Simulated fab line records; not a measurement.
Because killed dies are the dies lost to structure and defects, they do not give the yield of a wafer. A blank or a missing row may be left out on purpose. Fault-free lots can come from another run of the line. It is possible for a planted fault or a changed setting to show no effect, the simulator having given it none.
fab line records	flow n5-finfet
record lots=7	wafers=39
route steps=1938 shown WELL_APT@31 FIN_SAQP@96 SDB@373 HKMG_FIN@421 BEOL_M0_SAQP@663 BEOL_M1@800 BEOL_M2@916 BEOL_M3@1000 BEOL_M6@1194 BEOL_M8@1332 BEOL_M9@1461 BEOL_M13@1706 BEOL_M15@1809 PASSIVATION@1903
start-h: hours from the record's first day to the start of the lot's first wafer shown	wait-h: hours from the lot's prior step to this one	" as in the row above	L1.1+2: a row that stands for several wafers	- value missing, or start not given	* or withheld: withheld	< > ~ a bound
route shown NAME@n: a module of which the file shows steps, and the number in the route of the first	usual: average and standard deviation across the fault-free wafers	same: alike in all rows	chamber/n: place in a boat	sites: readings site by site	_std_site: their standard deviation	_edge_site: inner sites' mean taken away from outer sites' mean	radius-mm: for every site, how far away it sits from the centre of the wafer	mask NAME#n: copy n	behind: the last tool/chamber to shape the wafer	hold: cause of the lot's hold/its duration in hours/its outcome	device: whichever transistor did not switch (one of n, p or np)	end of line: at the end of the route, the tests of the same wafers	a step without rows: its recipe alone	killed: count of dies lost to structure and defects at first sort (not the wafer's yield)	map: dies across one wafer; x = killed, . = not, _ = none there
set.NAME: the setting as run; set.NAME@STEP: as run at that earlier step	model.NAME: the simulator's own value behind a step, which no gauge read
lots whose settings were changed on purpose; a table a step, a row a wafer
## steps
# step N5_WELL_APT_DESCUM_13
# recipe chemistry=O2	time-s=7.9	source-power-w=50	bias-power-w=20	pressure-mtorr=20	rf-frequency-hz=2.712e+07	temp-c=40	o2-flow-sccm=225
# step N5_FIN_SAQP_HM_DEP_03
# recipe material=SiNx	target-thk-a=380	temp-c=400	precursor=SiH4/NH3/N2	pressure-torr=1.5	rf-w=300	time-s=33.6
# step N5_SDB_ALD_29
# recipe material=SiNx	target-thk-a=300	temp-c=400	ald-precursor-family=SiH2I2	ald-co-reactant=N2/H2-plasma	pulse-time-s=1	ald-cycles=600	purge-time-s=2	co-reactant-purge-time-s=2	pressure-torr=2
# step N5_HKMG_FIN_PWFM_ALD_03
# recipe material=TiN	target-thk-a=20	temp-c=400	ald-precursor-family=TiCl4	ald-co-reactant=NH3	pulse-time-s=1	purge-time-s=3	co-reactant-purge-time-s=2	co-reactant-pulse-time-s=2	ald-cycles=91	pressure-torr=3
# step N5_BEOL_M0_SAQP_SPACER1_ALD_98
# recipe material=SiO2	target-thk-a=128	temp-c=300	ald-precursor-family=BDEAS	ald-co-reactant=O2-plasma	pulse-time-s=1	purge-time-s=2	co-reactant-purge-time-s=2	ald-cycles=138	pressure-torr=2
# step N5_BEOL_M1_TRENCH_ETCH_37
# recipe chemistry=C4F6/O2	target-depth-a=552.07	target=SiOC	time-s=29	ion-energy-ev=250	pressure-mtorr=30	source-w=355	bias-w=185	Ar_flow_sccm=300	C4F6_flow_sccm=10	O2_flow_sccm=10
# step N5_BEOL_M2_SPUTTER_92
# recipe material=Cu	target-thk-a=45	temp-c=-20	chamber-pressure-pa=0.07	power-w=withheld	time-s=8.29
# step N5_BEOL_M3_SPUTTER_86
# step N5_BEOL_M6_ILD_DEP_00
# recipe material=SiCOH_lowk	target-thk-a=1797.5	temp-c=300	precursor=DEMS/porogen	pressure-torr=5	rf-w=500	time-s=33.4
# step N5_BEOL_M8_ILD_DEP_00
# step N5_BEOL_M9_SPUTTER_48
# recipe material=Cu	target-thk-a=120	temp-c=-20	bias-v=60	power-w=26000	chamber-pressure-pa=0.13	time-s=2
# step N5_BEOL_M13_SPUTTER_44
# recipe material=Ta	target-thk-a=100	temp-c=50	bias-v=80	power-w=15000	chamber-pressure-pa=0.07	time-s=16.13
# step N5_BEOL_M15_TRENCH_ETCH_34
# recipe chemistry=C4F8/O2/Ar	target=SiO2	target-depth-a=8729.3	he-inner-torr=15	he-outer-torr=30	time-s=199	ion-energy-ev=800	pressure-mtorr=20	source-w=1905	bias-w=2040	Ar_flow_sccm=400	C4F8_flow_sccm=16	O2_flow_sccm=12
# step N5_PASSIVATION_DEVELOP_29
# recipe develop-time-s=60	rinse-liquid=diw	dry=air-spin	dev-temp-c=21
# step N5_PASSIVATION_PROBE_49
# usual killed_at_M0_to_M3=34/9.4	sort_bin_6_memory=3.3/0.7
lot.wafer	tool	chamber	start-h	wait-h	set.time-s@WELL_APT_DESCUM_13	set.target-thk-a@FIN_SAQP_HM_DEP_03	set.ald-cycles@SDB_ALD_29	set.co-reactant-pulse-time-s@HKMG_FIN_PWFM_ALD_03	set.ald-cycles@BEOL_M0_SAQP_SPACER1_ALD_98	set.target-depth-a@BEOL_M1_TRENCH_ETCH_37	set.target-thk-a@BEOL_M2_SPUTTER_92	set.time-s@BEOL_M3_SPUTTER_86	set.time-s@BEOL_M6_ILD_DEP_00	set.target-thk-a@BEOL_M8_ILD_DEP_00	set.time-s@BEOL_M9_SPUTTER_48	set.target-thk-a@BEOL_M13_SPUTTER_44	set.target-depth-a@BEOL_M15_TRENCH_ETCH_34	set.develop-time-s@PASSIVATION_DEVELOP_29	killed_at_M0_to_M3	sort_bin_6_memory[%]
L075.2	prober-01	-	273.53	0.1	7.9	380	600	2	138	552.07	45	8.29	33.4	1797.5	2	100	8729.3	60	35	3.6
L075.4	prober-01	-	273.63	0.2	7.9	380	600	2	138	552.07	45	8.29	33.4	1797.5	2	100	8729.3	60	43	3.6
L075.5	prober-01	-	273.68	0.2	7.9	380	600	2	138	552.07	45	8.29	33.4	1797.5	2	100	8729.3	60	41	3.6
L077.1	prober-02	-	285.23	0.0	7.9	380	600	2	138	552.07	45	8.29	33.4	1797.5	0.9526	100	8729.3	31.56	65	8.6
L077.2	prober-02	-	285.28	0.1	7.9	380	600	1.36	138	352.9	33.03	8.29	33.4	1797.5	0.9526	100	8729.3	31.56	45	8.6
L077.3	prober-02	-	285.33	0.1	11.83	380	600	2	138	552.07	45	8.29	33.4	1797.5	2	100	8729.3	60	36	3.1
L077.4	prober-02	-	285.38	0.2	11.83	380	600	1.36	138	552.07	33.03	8.29	33.4	1797.5	2	100	8729.3	60	46	2.7
L077.5	prober-02	-	285.43	0.2	7.9	380	600	1.36	138	352.9	45	8.29	33.4	1797.5	2	100	8729.3	31.56	56	3.3
L077.6	prober-02	-	285.48	0.3	11.83	380	600	2	138	352.9	33.03	8.29	33.4	1797.5	0.9526	100	8729.3	60	37	6.6
L083.1	prober-01	-	331.29	0.0	7.9	380	311	2	138	830.5	36.15	8.29	51.5	1797.5	2	100	10760	60	775	2.8
L083.2	prober-01	-	331.34	0.1	7.9	380	600	1.247	138	552.07	36.15	12.4	33.4	1251	2	100	8729.3	60	37	4.2
L083.3	prober-01	-	331.39	0.1	7.9	380	311	1.247	138	830.5	45	12.4	51.5	1251	2	100	10760	60	739	2.6
L083.4	prober-01	-	331.44	0.2	7.9	380	600	2	138	552.07	45	8.29	33.4	1797.5	2	100	8729.3	60	25	2.2
L083.5	prober-01	-	331.49	0.2	7.9	380	311	1.247	138	552.07	45	8.29	51.5	1251	2	100	8729.3	60	40	2.4
L083.6	prober-01	-	331.54	0.3	7.9	380	600	2	138	830.5	36.15	12.4	33.4	1797.5	2	100	10760	60	819	2.2
L085.1	prober-02	-	331.64	0.0	12.63	156	600	2.924	138	552.07	45	11.94	33.4	743	0.8776	100	13480	60	38	8.3
L085.2	prober-02	-	331.69	0.1	7.9	380	600	2.924	138	263	45	11.94	38.84	1797.5	0.8776	149.9	13480	60	32	8.4
L085.3	prober-02	-	331.74	0.1	12.63	380	600	2.924	138	263	45	8.29	33.4	743	2	149.9	13480	60	41	3.7
L085.4	prober-02	-	331.79	0.2	12.63	156	600	2	138	263	45	8.29	33.4	1797.5	2	100	8729.3	60	1102	2.6
L085.5	prober-02	-	331.84	0.2	7.9	156	600	2	138	552.07	45	11.94	38.84	1797.5	2	149.9	8729.3	60	30	3.3
L085.6	prober-02	-	331.89	0.3	7.9	380	600	2	138	552.07	45	8.29	38.84	743	0.8776	100	8729.3	60	46	7.6
L086.1	prober-01	-	332.57	0.0	9.909	380	860	2	138	552.07	24.88	12.63	33.4	1797.5	2	43.65	10990	26.35	25	2.3
L086.2	prober-01	-	332.62	0.1	7.9	535.2	600	2.333	99	552.07	45	8.29	33.4	1797.5	2	43.65	10990	60	1079	4.9
L086.3	prober-01	-	332.67	0.1	7.9	535.2	600	2	138	552.07	45	12.63	33.4	1797.5	2	100	8729.3	26.35	26	3.1
L086.4	prober-01	-	332.72	0.2	9.909	380	600	2.333	138	552.07	24.88	8.29	33.4	1269	2	100	10990	26.35	35	3.6
L086.5	prober-01	-	332.77	0.2	9.909	535.2	860	2	99	552.07	24.88	8.29	33.4	1269	2	43.65	8729.3	60	1105	3.7
L086.6	prober-01	-	332.82	0.3	7.9	380	860	2.333	99	552.07	45	12.63	33.4	1269	2	100	8729.3	60	1112	3.1
L089.1	prober-01	-	365.16	0.0	4.629	380	401	0.8257	103	552.07	53.68	11.54	33.4	1367	2.552	100	8729.3	74.23	1086	5.3
L089.2	prober-01	-	365.21	0.1	4.629	380	600	0.8257	138	552.07	45	8.29	33.4	1367	2	100	11380	60	60	4.8
L089.3	prober-01	-	365.26	0.1	4.629	380	600	2	138	407.7	45	11.54	33.4	1797.5	2.552	56.33	11380	74.23	32	4.0
L089.4	prober-01	-	365.31	0.2	7.9	380	401	2	103	407.7	45	8.29	33.4	1797.5	2.552	56.33	11380	60	1118	2.9
L089.5	prober-01	-	365.36	0.2	7.9	380	401	0.8257	138	407.7	53.68	8.29	33.4	1367	2	56.33	8729.3	60	33	4.7
L089.6	prober-01	-	365.41	0.3	7.9	380	600	2	103	552.07	53.68	11.54	33.4	1797.5	2	100	8729.3	74.23	1103	4.1
L095.1	prober-01	-	397.51	0.0	7.9	380	600	2	59	552.07	45	12.34	28.07	1797.5	2	100	8729.3	60	1116	3.6
L095.2	prober-01	-	397.56	0.1	7.9	380	600	1.464	138	552.07	20.73	12.34	28.07	2823	2	100	5853	60	57	4.3
L095.3	prober-01	-	397.61	0.1	7.9	189.4	600	2	59	552.07	20.73	12.34	33.4	2823	2	100	8729.3	60	1108	2.8
L095.4	prober-01	-	397.66	0.2	7.9	380	600	1.464	138	552.07	45	8.29	33.4	1797.5	2	100	5853	60	37	3.6
L095.5	prober-01	-	397.71	0.2	7.9	189.4	600	2	138	552.07	45	8.29	28.07	2823	2	100	8729.3	60	38	2.6
L095.6	prober-01	-	397.76	0.3	7.9	189.4	600	1.464	59	552.07	20.73	8.29	33.4	1797.5	2	100	5853	60	1122	2.8
# killed by level:class
L075.2 MOL_CONTACT_COAG:geometric-particle:open=11 STI_FIN_REVEAL:geometric-particle:open=9 FIN_SAQP:geometric-particle:open=7 BEOL_M2:geometric-particle:open=7 MOL_CONTACT_COAG:geometric-particle:short=6 BEOL_M0_SAQP:geometric-particle:short=6 BEOL_M3:geometric-particle:open=6 BEOL_M2:geometric-particle:short=5
L075.4 FIN_SAQP:geometric-particle:open=20 BEOL_M2:geometric-particle:open=17 MOL_CONTACT_COAG:geometric-particle:open=12 FIN_SAQP:geometric-particle:short=9 BEOL_M0_SAQP:geometric-particle:open=7 MOL_CONTACT_COAG:geometric-particle:short=6 BEOL_M4:geometric-particle:open=6 DUMMY_GATE:geometric-particle:open=5
L075.5 STI_FIN_REVEAL:geometric-particle:open=19 MOL_CONTACT_COAG:geometric-particle:open=10 FIN_SAQP:geometric-particle:open=9 BEOL_M0_SAQP:geometric-particle:open=9 BEOL_M2:geometric-particle:open=9 BEOL_M1:geometric-particle:open=8 BEOL_M0_SAQP:geometric-particle:short=5 BEOL_M4:geometric-particle:open=5
L077.1 BEOL_M9:interface-void-opened=137 BEOL_M0_SAQP:geometric-particle:short=18 BEOL_M3:geometric-particle:open=17 BEOL_M0_SAQP:geometric-particle:open=16 FIN_SAQP:geometric-particle:short=14 MOL_CONTACT_COAG:geometric-particle:open=12 BEOL_M4:geometric-particle:open=8 GATE_CUT:geometric-particle:open=6
L077.2 BEOL_M9:interface-void-opened=130 MOL_CONTACT_COAG:geometric-particle:open=17 FIN_SAQP:geometric-particle:open=16 BEOL_M3:geometric-particle:open=10 BEOL_M0_SAQP:geometric-particle:short=10 FIN_SAQP:geometric-particle:short=9 STI_FIN_REVEAL:geometric-particle:open=8 BEOL_M0_SAQP:geometric-particle:open=8
L077.3 FIN_SAQP:geometric-particle:open=20 MOL_CONTACT_COAG:geometric-particle:open=15 BEOL_M3:geometric-particle:open=12 STI_FIN_REVEAL:geometric-particle:open=9 FIN_SAQP:geometric-particle:short=8 BEOL_M3:geometric-particle:short=7 BEOL_M1:geometric-particle:short=5 MOL_CONTACT_COAG:geometric-particle:short=3
L077.4 BEOL_M3:geometric-particle:open=14 FIN_SAQP:geometric-particle:open=11 MOL_CONTACT_COAG:geometric-particle:open=11 BEOL_M0_SAQP:geometric-particle:short=10 BEOL_M0_SAQP:geometric-particle:open=8 BEOL_M3:geometric-particle:short=6 FIN_SAQP:geometric-particle:short=5 STI_FIN_REVEAL:geometric-particle:open=4
L077.5 BEOL_M3:geometric-particle:open=19 FIN_SAQP:geometric-particle:short=13 MOL_CONTACT_COAG:geometric-particle:open=13 FIN_SAQP:geometric-particle:open=12 BEOL_M0_SAQP:geometric-particle:short=9 BEOL_M0_SAQP:geometric-particle:open=7 BEOL_M1:geometric-particle:open=7 BEOL_M3:geometric-particle:short=6
L077.6 BEOL_M9:interface-void-opened=132 MOL_CONTACT_COAG:geometric-particle:open=16 BEOL_M3:geometric-particle:open=11 FIN_SAQP:geometric-particle:open=11 FIN_SAQP:geometric-particle:short=10 BEOL_M0_SAQP:geometric-particle:short=10 BEOL_M1:geometric-particle:open=6 BEOL_M0_SAQP:geometric-particle:open=6
L083.1 BEOL_M1:area-etch=742 BEOL_M6:area-etch=354 BEOL_M0_SAQP:geometric-particle:short=10 BEOL_M2:geometric-particle:open=9 BEOL_M0_SAQP:geometric-particle:open=8 MOL_CONTACT_COAG:geometric-particle:open=7 FIN_SAQP:geometric-particle:short=6 ILD0:geometric-particle:open=5
L083.2 FIN_SAQP:geometric-particle:short=12 STI_FIN_REVEAL:geometric-particle:open=12 BEOL_M4:geometric-particle:open=12 BEOL_M0_SAQP:geometric-particle:short=11 BEOL_M2:geometric-particle:open=10 BEOL_M0_SAQP:geometric-particle:open=7 DUMMY_GATE:geometric-particle:open=6 GATE_CUT:geometric-particle:open=4
L083.3 BEOL_M1:area-etch=705 BEOL_M6:area-etch=387 FIN_SAQP:geometric-particle:short=11 BEOL_M0_SAQP:geometric-particle:open=10 BEOL_M4:geometric-particle:open=8 MOL_CONTACT_COAG:geometric-particle:open=6 BEOL_M0_SAQP:geometric-particle:short=6 BEOL_M2:geometric-particle:open=6
L083.4 BEOL_M0_SAQP:geometric-particle:open=9 DUMMY_GATE:geometric-particle:open=6 MOL_CONTACT_COAG:geometric-particle:open=6 GATE_CUT:geometric-particle:short=5 BEOL_M0_SAQP:geometric-particle:short=5 FIN_SAQP:geometric-particle:short=4 ILD0:geometric-particle:open=3 MOL_CONTACT_COAG:geometric-particle:short=3
L083.5 BEOL_M6:area-etch=1098 BEOL_M0_SAQP:geometric-particle:open=13 BEOL_M0_SAQP:geometric-particle:short=11 ILD0:geometric-particle:short=8 FIN_SAQP:geometric-particle:short=5 BEOL_M1:geometric-particle:short=4 GATE_CUT:geometric-particle:short=3 BEOL_M1:geometric-particle:open=3
L083.6 BEOL_M1:area-etch=793 BEOL_M3:geometric-particle:open=8 STI_FIN_REVEAL:geometric-particle:open=5 BEOL_M2:geometric-particle:open=5 FIN_SAQP:geometric-particle:open=4 GATE_CUT:geometric-particle:short=4 BEOL_M0_SAQP:geometric-particle:short=4 BEOL_M1:geometric-particle:short=4
L085.1 BEOL_M8:area-dep=923 BEOL_M9:interface-void-opened=156 DUMMY_GATE:geometric-particle:open=10 BEOL_M0_SAQP:geometric-particle:short=10 STI_FIN_REVEAL:geometric-particle:open=9 BEOL_M2:geometric-particle:open=8 MOL_CONTACT_COAG:geometric-particle:open=6 FIN_SAQP:geometric-particle:short=5
L085.2 BEOL_M9:interface-void-opened=158 BEOL_M0_SAQP:geometric-particle:short=13 BEOL_M4:geometric-particle:open=13 FIN_SAQP:geometric-particle:short=6 MIM_TOP_ETCH:geometric-particle:open=6 BEOL_M2:geometric-particle:open=5 FIN_SAQP:geometric-particle:open=4 STI_FIN_REVEAL:geometric-particle:open=4
L085.3 BEOL_M8:area-dep=1055 BEOL_M0_SAQP:geometric-particle:open=18 FIN_SAQP:geometric-particle:open=13 HKMG_FIN:area-etch=10 MOL_CONTACT_COAG:geometric-particle:open=8 BEOL_M0_SAQP:geometric-particle:short=8 BEOL_M4:geometric-particle:open=7 FIN_SAQP:geometric-particle:short=6
L085.4 BEOL_M1:area-etch=1075 BEOL_M4:geometric-particle:open=18 BEOL_M2:geometric-particle:open=8 MOL_CONTACT_COAG:geometric-particle:open=7 BEOL_M0_SAQP:geometric-particle:short=7 FIN_SAQP:geometric-particle:short=6 DUMMY_GATE:geometric-particle:open=6 BEOL_M0_SAQP:geometric-particle:open=6
L085.5 MOL_CONTACT_COAG:geometric-particle:open=13 FIN_SAQP:geometric-particle:short=12 FIN_SAQP:geometric-particle:open=10 BEOL_M4:geometric-particle:open=7 BEOL_M0_SAQP:geometric-particle:short=6 BEOL_M0_SAQP:geometric-particle:open=6 BEOL_M2:geometric-particle:open=6 STARTING-WAFER:geometric-particle:short=6
L085.6 BEOL_M8:area-dep=933 BEOL_M9:interface-void-opened=141 BEOL_M2:geometric-particle:open=25 STI_FIN_REVEAL:geometric-particle:open=9 MOL_CONTACT_COAG:geometric-particle:open=8 BEOL_M0_SAQP:geometric-particle:open=7 BEOL_M3:geometric-particle:open=6 BEOL_M0_SAQP:geometric-particle:short=5
L086.1 MOL_CONTACT_COAG:geometric-particle:open=10 STI_FIN_REVEAL:geometric-particle:open=7 BEOL_M3:geometric-particle:open=7 GATE_CUT:geometric-particle:open=7 GATE_CUT:geometric-particle:short=5 BEOL_M4:geometric-particle:open=5 MOL_CONTACT_COAG:geometric-particle:short=4 BEOL_M0_SAQP:geometric-particle:short=3
L086.2 BEOL_M0_SAQP:area-ald=1047 MOL_CONTACT_COAG:geometric-particle:open=31 FIN_SAQP:geometric-particle:short=13 STI_FIN_REVEAL:geometric-particle:open=10 BEOL_M3:geometric-particle:open=10 MOL_CONTACT_COAG:geometric-particle:short=7 STARTING-WAFER:geometric-particle:short=7 BEOL_M2:geometric-particle:open=5
L086.3 MOL_CONTACT_COAG:geometric-particle:open=9 MOL_CONTACT_COAG:geometric-particle:short=9 FIN_SAQP:geometric-particle:short=7 GATE_CUT:geometric-particle:short=6 BEOL_M2:geometric-particle:short=6 BEOL_M2:geometric-particle:open=6 BEOL_M0_SAQP:geometric-particle:short=4 BEOL_M3:geometric-particle:open=4
L086.4 MOL_CONTACT_COAG:geometric-particle:open=20 BEOL_M2:geometric-particle:open=9 BEOL_M0_SAQP:geometric-particle:short=8 STI_FIN_REVEAL:geometric-particle:open=7 FIN_SAQP:geometric-particle:short=5 MOL_CONTACT_COAG:geometric-particle:short=5 BEOL_M3:geometric-particle:open=5 FIN_SAQP:geometric-particle:open=4
L086.5 BEOL_M0_SAQP:area-ald=1060 BEOL_M3:geometric-particle:open=21 MOL_CONTACT_COAG:geometric-particle:open=13 FIN_SAQP:geometric-particle:short=8 BEOL_M0:geometric-particle:open=7 GATE_CUT:geometric-particle:short=6 MOL_CONTACT_COAG:geometric-particle:short=6 BEOL_M1:geometric-particle:open=5
L086.6 BEOL_M0_SAQP:area-ald=1071 MOL_CONTACT_COAG:geometric-particle:open=18 BEOL_M3:geometric-particle:open=12 BEOL_M0_SAQP:geometric-particle:open=11 FIN_SAQP:geometric-particle:open=4 GATE_CUT:geometric-particle:open=4 MOL_CONTACT_COAG:geometric-particle:short=4 BEOL_M1:geometric-particle:open=4
L089.1 BEOL_M0_SAQP:area-ald=1027 BEOL_M0_SAQP:geometric-particle:short=23 STI_FIN_REVEAL:geometric-particle:open=21 FIN_SAQP:geometric-particle:open=18 BEOL_M0_SAQP:geometric-particle:open=17 FIN_SAQP:geometric-particle:short=13 MOL_CONTACT_COAG:geometric-particle:open=12 BEOL_M2:geometric-particle:open=5
L089.2 FIN_SAQP:geometric-particle:short=18 BEOL_M0_SAQP:geometric-particle:short=16 MOL_CONTACT_COAG:geometric-particle:open=15 BEOL_M0_SAQP:geometric-particle:open=14 BEOL_M2:geometric-particle:open=11 BEOL_M1:geometric-particle:open=11 FIN_SAQP:geometric-particle:open=9 GATE_CUT:geometric-particle:short=7
L089.3 FIN_SAQP:geometric-particle:short=14 MOL_CONTACT_COAG:geometric-particle:open=12 FIN_SAQP:geometric-particle:open=9 BEOL_M1:geometric-particle:short=9 BEOL_M4:geometric-particle:open=7 BEOL_M0_SAQP:geometric-particle:open=6 BEOL_M0_SAQP:geometric-particle:short=5 BEOL_M4:geometric-particle:short=5
L089.4 BEOL_M0_SAQP:area-ald=1072 BEOL_M0_SAQP:geometric-particle:open=15 BEOL_M0_SAQP:geometric-particle:short=11 FIN_SAQP:geometric-particle:short=9 MOL_CONTACT_COAG:geometric-particle:open=7 FIN_SAQP:geometric-particle:open=6 BEOL_M2:geometric-particle:open=6 STI_FIN_REVEAL:geometric-particle:open=5
L089.5 MOL_CONTACT_COAG:geometric-particle:open=20 FIN_SAQP:geometric-particle:open=19 FIN_SAQP:geometric-particle:short=18 BEOL_M0_SAQP:geometric-particle:short=11 BEOL_M0_SAQP:geometric-particle:open=7 DUMMY_GATE:geometric-particle:open=5 BEOL_M4:geometric-particle:open=5 BEOL_M4:geometric-particle:short=5
L089.6 BEOL_M0_SAQP:area-ald=1068 FIN_SAQP:geometric-particle:short=18 FIN_SAQP:geometric-particle:open=9 STI_FIN_REVEAL:geometric-particle:open=9 BEOL_M4:geometric-particle:short=8 BEOL_M0_SAQP:geometric-particle:short=7 MOL_CONTACT_COAG:geometric-particle:open=7 BEOL_M1:geometric-particle:open=6
L095.1 BEOL_M0_SAQP:area-ald=1057 BEOL_M0_SAQP:geometric-particle:open=24 BEOL_M0_SAQP:geometric-particle:short=21 FIN_SAQP:geometric-particle:open=11 MOL_CONTACT_COAG:geometric-particle:open=11 FIN_SAQP:geometric-particle:short=9 BEOL_M3:geometric-particle:open=7 STI_FIN_REVEAL:geometric-particle:open=5
L095.2 BEOL_M8:area-etch=1064 BEOL_M0_SAQP:geometric-particle:open=20 BEOL_M0_SAQP:geometric-particle:short=14 MOL_CONTACT_COAG:geometric-particle:open=11 STI_FIN_REVEAL:geometric-particle:open=9 BEOL_M3:geometric-particle:open=9 FIN_SAQP:geometric-particle:short=7 MOL_CONTACT_COAG:geometric-particle:short=6
L095.3 BEOL_M0_SAQP:area-ald=1072 FIN_SAQP:geometric-particle:open=14 BEOL_M0_SAQP:geometric-particle:open=14 MOL_CONTACT_COAG:geometric-particle:open=9 BEOL_M0_SAQP:geometric-particle:short=9 FIN_SAQP:geometric-particle:short=8 STI_FIN_REVEAL:geometric-particle:open=8 ILD0:geometric-particle:short=5
L095.4 MOL_CONTACT_COAG:geometric-particle:open=24 FIN_SAQP:geometric-particle:open=20 BEOL_M0_SAQP:geometric-particle:open=12 BEOL_M0_SAQP:geometric-particle:short=10 FIN_SAQP:geometric-particle:short=9 BEOL_M15:area-ecd=8 BEOL_M2:geometric-particle:open=6 MOL_CONTACT_COAG:geometric-particle:short=4
L095.5 BEOL_M8:area-etch=1068 FIN_SAQP:geometric-particle:open=13 BEOL_M3:geometric-particle:open=11 FIN_SAQP:geometric-particle:short=10 BEOL_M0_SAQP:geometric-particle:open=9 MOL_CONTACT_COAG:geometric-particle:open=9 BEOL_M0_SAQP:geometric-particle:short=9 STI_FIN_REVEAL:geometric-particle:open=4
L095.6 BEOL_M0_SAQP:area-ald=1075 FIN_SAQP:geometric-particle:short=13 BEOL_M0_SAQP:geometric-particle:short=11 FIN_SAQP:geometric-particle:open=10 BEOL_M2:geometric-particle:open=10 MOL_CONTACT_COAG:geometric-particle:open=9 BEOL_M3:geometric-particle:open=8 BEOL_M0_SAQP:geometric-particle:open=7
## key
split step=N5_WELL_APT_DESCUM_13	setting=time-s	stated-as=7.9
response none clear
split step=N5_FIN_SAQP_HM_DEP_03	setting=target-thk-a	stated-as=380
response none clear
split step=N5_SDB_ALD_29	setting=ald-cycles	stated-as=600
response none clear
split step=N5_HKMG_FIN_PWFM_ALD_03	setting=co-reactant-pulse-time-s	stated-as=2
response none clear
split step=N5_BEOL_M0_SAQP_SPACER1_ALD_98	setting=ald-cycles	stated-as=138
response step=N5_PASSIVATION_PROBE_49	reading=killed_at_M0_to_M3	slope=-26.7	per=1%	together-with=all	explained=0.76
split step=N5_BEOL_M1_TRENCH_ETCH_37	setting=target-depth-a	stated-as=552.07
response none clear
split step=N5_BEOL_M2_SPUTTER_92	setting=target-thk-a	stated-as=45
response none clear
split step=N5_BEOL_M3_SPUTTER_86	setting=time-s	stated-as=8.29
response none clear
split step=N5_BEOL_M6_ILD_DEP_00	setting=time-s	stated-as=33.4
response none clear
split step=N5_BEOL_M8_ILD_DEP_00	setting=target-thk-a	stated-as=1797.5
response none clear
split step=N5_BEOL_M9_SPUTTER_48	setting=time-s	stated-as=2
response step=N5_PASSIVATION_PROBE_49	reading=sort_bin_6_memory	slope=-0.0735	per=1%	together-with=all	explained=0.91
split step=N5_BEOL_M13_SPUTTER_44	setting=target-thk-a	stated-as=100
response none clear
split step=N5_BEOL_M15_TRENCH_ETCH_34	setting=target-depth-a	stated-as=8729.3
response none clear
split step=N5_PASSIVATION_DEVELOP_29	setting=develop-time-s	stated-as=60
response none clear
